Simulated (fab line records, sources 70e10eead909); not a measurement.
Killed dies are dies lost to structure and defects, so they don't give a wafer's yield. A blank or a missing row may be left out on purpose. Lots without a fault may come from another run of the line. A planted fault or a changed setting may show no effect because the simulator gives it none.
Problem report in the 8D (eight disciplines) form, filled by code | flow nand_harc | the parts of the form that need people (team, actions taken, sign-off) are left out

1. THE PROBLEM
run_length_s at NHARC_THIN_TSV_ETCH_36 reads a mean of 35.4 s on 1 wafer of 1 lot; wafers without a fault read 39.9 s with a standard deviation of 0.36. That is -12 standard deviations from the usual mean.
The step: etches the open film in Cl2/BCl3, target depth 65 nm, time 18.571 s.
First seen on wafer L600.3, day 31 20:29, on rie_metal-02. The record holds 39 wafers of 13 lots with a number at this step. Rule for "out", or "out of limits": more than 4 standard deviations from the usual mean. The other wafers with a number count as sound.

2. WHAT IT IS AND WHAT IT IS NOT
question                    | is                | is not
which readings at this step | run_length_s      | drypump_motor_current_A
which lots                  | L600              | L582, L583, L584, L585, L586, L587, L590, L592, L593, L598, L603, L605
which wafers of those lots  | L600.3            | L600.4, L600.5
read on which tools         | rie_metal-02      | rie_metal-01, rie_metal-03
when                        | from day 31 20:29 | up to then (32 sound wafers); but 6 sound wafers of L603, L605 came after

3. SUSPECTS, AND WHAT RULES EACH OUT
Counting: a tool at a process step up to the reading stays a suspect if it ran every lot that is out. Sound lots after the first of them don't rule it out here, since some wafers of a struck lot are sound.
- pvd_sputter-01 at NHARC_THIN_TSV_PVD_19 (deposits TaN, target thk 20 nm): kept. It ran the lot that is out, L600 (day 31 18:19); its last sound lot up to then is L592 (day 29 04:10). NHARC_THIN_TSV_PVD_19 gives no start for some lots, so the hours and the order of its lots are those of NHARC_THIN_TSV_CMP_21.
- cmp-01 at NHARC_THIN_TSV_CMP_21 (polishes, t overpolish 30 s, target thk 2000 nm): kept. It ran the lot that is out, L600 (day 31 18:19); its last sound lot up to then is L593 (day 29 00:58).
- rie_metal-02 at NHARC_THIN_TSV_ETCH_36 (etches the open film in Cl2/BCl3, target depth 65 nm, time 18.571 s): kept. It ran the lot that is out, L600 (day 31 20:29); its last sound lot up to then is L592 (day 29 06:17). Its own readings are out on those wafers: run_length_s.
- Within cmp-01 at NHARC_THIN_TSV_CMP_21: the wafers that are out ran in chamber 1; their sound lot-mates ran in chamber 2.
Left after counting: pvd_sputter-01 at NHARC_THIN_TSV_PVD_19, cmp-01 at NHARC_THIN_TSV_CMP_21, rie_metal-02 at NHARC_THIN_TSV_ETCH_36.

4. THE CAUSE (what the simulator had put in)
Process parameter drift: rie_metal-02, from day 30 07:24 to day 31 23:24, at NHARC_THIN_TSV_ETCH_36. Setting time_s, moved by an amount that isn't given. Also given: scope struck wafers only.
Counting left 3 suspects, and this tool is among them.

5. THE CHAIN OF EFFECTS, in route order
Each row: a reading whose mean over the struck wafers that have a number lies more than 3 standard deviations from the usual. Only readings for which the record gives a usual standard deviation are gone through. hours: the time from each lot's start at the first step in this table that gives one to its start at this step, as a median over the lots. sigmas: the change in usual standard deviations.
hours | step                   | reading      | usual  | on struck wafers | change | sigmas
0     | NHARC_THIN_TSV_ETCH_36 | run_length_s | 39.9 s | 35.4             | -4.5   | -12
The process steps in it:
- NHARC_THIN_TSV_ETCH_36: etches the open film in Cl2/BCl3, target depth 65 nm, time 18.571 s.

6. WHAT WOULD HAVE CAUGHT IT SOONER
In this record the first reading out of limits was taken at day 31 20:29, 37 hours after the fault began at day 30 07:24.
